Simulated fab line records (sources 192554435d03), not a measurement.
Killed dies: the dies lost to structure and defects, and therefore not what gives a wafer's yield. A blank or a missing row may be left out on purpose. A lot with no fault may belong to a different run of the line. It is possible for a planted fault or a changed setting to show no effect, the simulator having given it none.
Lot-split experiment ; flow n5_finfet ; route with 1938 steps; 7 lots, 39 wafers read

## ABOUT THE SPLIT
At N5_PASSIVATION_DEVELOP_43 (develop time 60 s), the setting develop_time_s was moved away from the recipe's 60 s on 18 of the 39 wafers read, by -57.1% to +59.8%. For the rest of the wafers, this setting stayed at what the recipe calls for.

## THE PATH FROM SPLIT TO READING: the file shows 1 step between them
- N5_PASSIVATION_HARDBAKE_45: time 120 s

## THE READING
At N5_PASSIVATION_CD_MEAS_44: cd_nm in nanometres, against a target cd of 40000 nm. Fault-free wafers of this fab line usually give 39999 nm, standard deviation 3.1 nm.

wafer;tool, chamber at the split;develop_time_s as run, s;against the recipe;cd_nm, nm;against lot-mates on the recipe
L075.1;litho_track-01, 0;32.43;-46.0%;39977;-23
L075.2;litho_track-01, 0;32.43;-46.0%;39976;-24
L075.3;litho_track-01, 0;60;recipe;39999;-
L075.4;litho_track-01, 0;60;recipe;40002;-
L075.5;litho_track-01, 0;32.43;-46.0%;39973;-27
L075.6;litho_track-01, 0;60;recipe;40000;-
L077.1;litho_track-05, 0;95.9;+59.8%;40022;+19
L077.2;litho_track-05, 0;95.9;+59.8%;40019;+16
L077.3;litho_track-05, 0;60;recipe;40000;-
L077.4;litho_track-05, 0;60;recipe;40001;-
L077.5;litho_track-05, 0;95.9;+59.8%;40019;+16
L077.6;litho_track-05, 0;60;recipe;40007;-
L089.1;litho_track-04, 0;60;recipe;39996;-
L089.2;litho_track-04, 0;25.75;-57.1%;39965;-31
L089.3;litho_track-04, 0;60;recipe;39994;-
L089.4;litho_track-04, 0;60;recipe;39998;-
L089.5;litho_track-04, 0;25.75;-57.1%;39963;-33
L089.6;litho_track-04, 0;25.75;-57.1%;39962;-34
L090.1;litho_track-01, 0;73.85;+23.1%;40003;+8
L090.2;litho_track-01, 0;73.85;+23.1%;40004;+9
L090.3;litho_track-01, 0;60;recipe;39995;-
L090.4;litho_track-01, 0;60;recipe;39995;-
L090.5;litho_track-01, 0;73.85;+23.1%;40002;+7
L090.6;litho_track-01, 0;60;recipe;39996;-
L095.1;litho_track-05, 0;60;recipe;40002;-
L095.2;litho_track-05, 0;90.38;+50.6%;40020;+17
L095.3;litho_track-05, 0;90.38;+50.6%;40016;+13
L095.4;litho_track-05, 0;60;recipe;40005;-
L095.5;litho_track-05, 0;60;recipe;40003;-
L095.6;litho_track-05, 0;90.38;+50.6%;40018;+15
L096.1;litho_track-01, 0;60;recipe;39997;-
L096.2;litho_track-01, 0;60;recipe;39997;-
L096.3;litho_track-01, 0;76.65;+27.8%;40007;+10
L096.4;litho_track-01, 0;76.65;+27.8%;40006;+9
L096.5;litho_track-01, 0;76.65;+27.8%;40006;+9
L096.6;litho_track-01, 0;60;recipe;39997;-
L097.3;litho_track-01, 0;60;recipe;39999;-
L097.4;litho_track-01, 0;60;recipe;40002;-
L097.5;litho_track-01, 0;60;recipe;40001;-

THE FIT
A straight line over all 39 wafers: cd_nm changes by +0.451 nm for each +1% of develop_time_s; r = +0.96; the points scatter about the line by 4.4 nm.
The same after taking each lot's own level away (the mean of its wafers on the recipe; 39 wafers): +0.42 nm for each +1%; r = +0.96; scatter 3.7 nm.
The reading moves by 25 nm for the largest change in develop_time_s, on that fit.
Across the lots, their own levels run from 39995.3 to 40003.3 nm, a range of 2.6 times the standard deviation given above.
Hence the lot-to-lot level has little effect on the slope; both slopes agree.
Check: +22.9 nm against its lot-mates is what the line predicts for one of the wafers moved furthest among these (+59.8%) when that wafer is left out of the fit. It came out at +19.3 nm against them.

## THESE WAFERS: OTHER SPLITS
Before the reading, these wafers also passed through other splits. Each is held against what the fit with the lots' levels taken away leaves over:
other split on the same wafers;wafers away from the commonest value;r with cd_nm (lot level and that fit taken away)
N5_SD_EPI_P_EPI_21 epi_growth_time_s;15;+0.00
N5_MOL_CONTACT_COAG_ALD_27 ald_cycles;9;+0.11
N5_BEOL_M0_SAQP_MANDREL_ETCH_20 target_depth_a;12;+0.13
N5_BEOL_M1_ALD_84 ald_cycles;15;-0.02
N5_BEOL_M3_CVD_47 target_thk_a;15;-0.08
N5_BEOL_M5_DEP_56 target_thk_a;15;+0.07
N5_BEOL_M11_CURE_72 time_s;12;+0.09
N5_MIM_BOT_SPUTTER_00 target_thk_a;15;+0.10

## THE FILE'S OWN FIT
cd_nm changes by +0.41 nm for each +1% of develop_time_s, r = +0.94.
